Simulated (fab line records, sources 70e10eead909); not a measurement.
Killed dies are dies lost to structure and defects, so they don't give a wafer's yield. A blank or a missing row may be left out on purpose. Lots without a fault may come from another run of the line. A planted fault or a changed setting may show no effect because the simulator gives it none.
A struck lot beside a sound one | flow nand_harc | 14 steps out of a route of 1302
Sound: wafers L339.1, L339.4, L339.6. Struck: wafers L328.1, L328.4, L328.5. The cause comes at the end.
At each step with rows: each side's tool, then ch and its chambers, then its first start. Under that, the readings that differ: sound wafers | struck wafers | difference of the means | sigmas: that difference in standard deviations of wafers without a fault.
alike: readings whose means differ by less than 2 such deviations, and words and numbers that are the same on both sides. not compared: withheld readings, readings that some wafer has no value for, bounds like >300 that may hide the same value, and numbers for which the record gives no deviation and whose values overlap.
The two part at a step that has a row with sigmas, a row that says differs or no value, or rows on one side only. Numbers that don't overlap but have no deviation are shown without sigmas and don't part them. A reading that every wafer of one side lacks parts them only if that side has two wafers or more.

first, 7 steps without rows for these wafers: NHARC_A_STAIRCASE_COAT_178; NHARC_A_STAIRCASE_SOFTBAKE_179 (time 170 s); NHARC_A_STAIRCASE_EBR_180; NHARC_A_STAIRCASE_EXPOSE_181 (exposes mask STAIR 2); NHARC_A_STAIRCASE_PEB_182 (peb time 130 s); NHARC_A_STAIRCASE_DEVELOP_183 (time 140 s); NHARC_A_STAIRCASE_HARDBAKE_185 (time 140 s).
NHARC_A_STAIRCASE_DESCUM_186: chemistry O2, time 3 s.
  sound on rie_diel-04 ch 0,2,3, day 24 08:38; struck on rie_diel-02 ch 1,2,3, day 19 21:01
  alike: drypump_motor_current_A, oes_product_au, rf_vpp_V, showerhead_plenum_p_Torr, throttle_valve_pct
  not compared: rf_hours_counter_h
NHARC_A_STAIRCASE_TRIM_187: chemistry O2, time 211.2 s.
  sound on rie_diel-04 ch 0,2, day 24 08:43; struck on rie_diel-02 ch 2,3, day 19 21:07
  reading               | sound             | struck            | difference | sigmas
  oes_product_au (a.u.) | 1.022 1.034 1.031 | 0.991 1.020 1.003 | -0.024     | -2
  alike: drypump_motor_current_A, rf_vpp_V, showerhead_plenum_p_Torr, throttle_valve_pct
  not compared: rf_hours_counter_h
NHARC_A_STAIRCASE_ETCH_188: etches the open film in C4F8/O2, target depth 100 nm, time 40.5 s.
  sound on rie_diel-04 ch 1,3; struck on rie_diel-02 ch 1,2
  reading               | sound             | struck            | difference | sigmas
  oes_product_au (a.u.) | 0.970 0.974 0.963 | 0.936 0.934 0.930 | -0.036     | -2
  alike: bias_w, chamber_pressure_mTorr, rf_vpp_V
  not compared: rf_hours_counter_h
NHARC_A_STAIRCASE_TRIM_189: chemistry O2, time 211.2 s.
  sound on rie_diel-04 ch 0,1; struck on rie_diel-02 ch 1,2,3
  reading               | sound             | struck            | difference | sigmas
  oes_product_au (a.u.) | 1.030 1.039 1.023 | 0.984 0.995 1.006 | -0.036     | -3
  alike: drypump_motor_current_A, rf_vpp_V, showerhead_plenum_p_Torr, throttle_valve_pct
  not compared: rf_hours_counter_h
NHARC_A_STAIRCASE_ETCH_190: etches the open film in C4F8/O2, target depth 100 nm, time 40.5 s.
  sound on rie_diel-04 ch 0,1,2, day 24 09:05; struck on rie_diel-02 ch 1,2, day 19 21:29
  no value came back on the struck wafers for bias_w (W), chamber_pressure_mTorr (mTorr), oes_product_au (a.u.), rf_vpp_V (V); on the sound wafers bias_w (W) reads 1001.3 1000.2 1001.1
  not compared: rf_hours_counter_h
NHARC_A_STAIRCASE_TRIM_191: chemistry O2, time 211.2 s.
  sound on rie_diel-04 ch 0,1,3; struck on rie_diel-02 ch 0,3
  alike: drypump_motor_current_A, oes_product_au, rf_vpp_V, showerhead_plenum_p_Torr, throttle_valve_pct
  not compared: rf_hours_counter_h
-- the record jumps here: 8 days lie between the struck wafers' starts before and after (it left off in module A_STAIRCASE and takes up again in module END, whose first step shown is number 1302 of the route) --
NHARC_END_SORT_01:
  the record has rows for the struck wafers here (prober-02 ch 0, day 27 21:34) and none for the sound ones

WHERE THEY PART
First at NHARC_A_STAIRCASE_TRIM_187; last, within this record, at NHARC_END_SORT_01.

WHY: what the simulator had put in
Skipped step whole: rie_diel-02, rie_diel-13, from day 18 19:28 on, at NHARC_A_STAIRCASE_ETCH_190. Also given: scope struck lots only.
